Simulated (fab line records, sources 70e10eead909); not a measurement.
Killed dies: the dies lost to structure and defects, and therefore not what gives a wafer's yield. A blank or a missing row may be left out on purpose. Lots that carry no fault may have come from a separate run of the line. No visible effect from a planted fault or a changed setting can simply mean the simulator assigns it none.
The same fault as seen by 2 desks | flow nandHarc | each desk holds nothing but its own numbers, with what lay behind them at the end

## AT THE METROLOGY DESK
What the gauges read, lot by lot, whatever tool the lot ran on: means of the sampled wafers that have a number. Marked OUT: a lot whose mean sits more than 4 standard deviations from the usual mean, which makes it out of limits; the brackets give that distance.
Columns: A = thkNm at NHARC_A_SOURCE_PLATE_THK_MEAS_09, usual 9.6 nm; B = thkNm at NHARC_A_SOURCE_PLATE_THK_MEAS_06, usual 200.6 nm
lot  | first seen here | A    | B
L395 | day 6 22:29     | 10.7 | 204.1
L396 | day 6 22:29     | 10.0 | 202.7
L397 | day 7 17:16     | 9.7  | 202.8
L398 | day 7 17:16     | 10.3 | 198.4
L403 | day 8 23:29     | 9.9  | 198.5
L404 | day 9 10:12     | 8.9  | 200.9
L405 | day 9 13:55     | 9.9  | 198.0
L413 | day 11 10:27    | 9.3  | 198.4
L414 | day 11 10:27    | 9.5  | 199.8
L415 | day 11 21:58    | 9.4  | 201.8
L416 | day 11 21:58    | 9.9  | 196.9
L417 | day 12 07:43    | 8.6  | 197.1
L418 | day 12 12:41    | 10.1 | 201.6
This desk's verdict: no lot among the 13 shows anything out of limits.

## DESK OF THE TOOL OWNER: wetBench-03
The tool's own readings at NHARC_A_ZERO_WELL_STRIP_14 (strips in SPM, time 900 s): means of the sampled wafers that have a number, for each lot that ran on this tool. Marked OUT: a lot whose mean sits more than 4 standard deviations from the usual mean, which makes it out of limits; the brackets give that distance.
Columns: A = bathGuardTempC at NHARC_A_ZERO_WELL_STRIP_14, usual 130.0 C; B = bathHeatDutyPct at NHARC_A_ZERO_WELL_STRIP_14, usual 15.6 %
lot  | first seen here | A     | B
L395 | day 6 12:19     | 129.7 | 16.5
L414 | day 11 02:27    | 129.5 | 16.2
L413 | day 11 03:32    | 130.0 | 16.6
This desk's verdict: no lot among the 3 shows anything out of limits.

## PUT TOGETHER
At the metrology desk, nothing out of limits was observed.
The tool owner's desk saw nothing out of limits.

## WHAT THE SIMULATOR PUT IN
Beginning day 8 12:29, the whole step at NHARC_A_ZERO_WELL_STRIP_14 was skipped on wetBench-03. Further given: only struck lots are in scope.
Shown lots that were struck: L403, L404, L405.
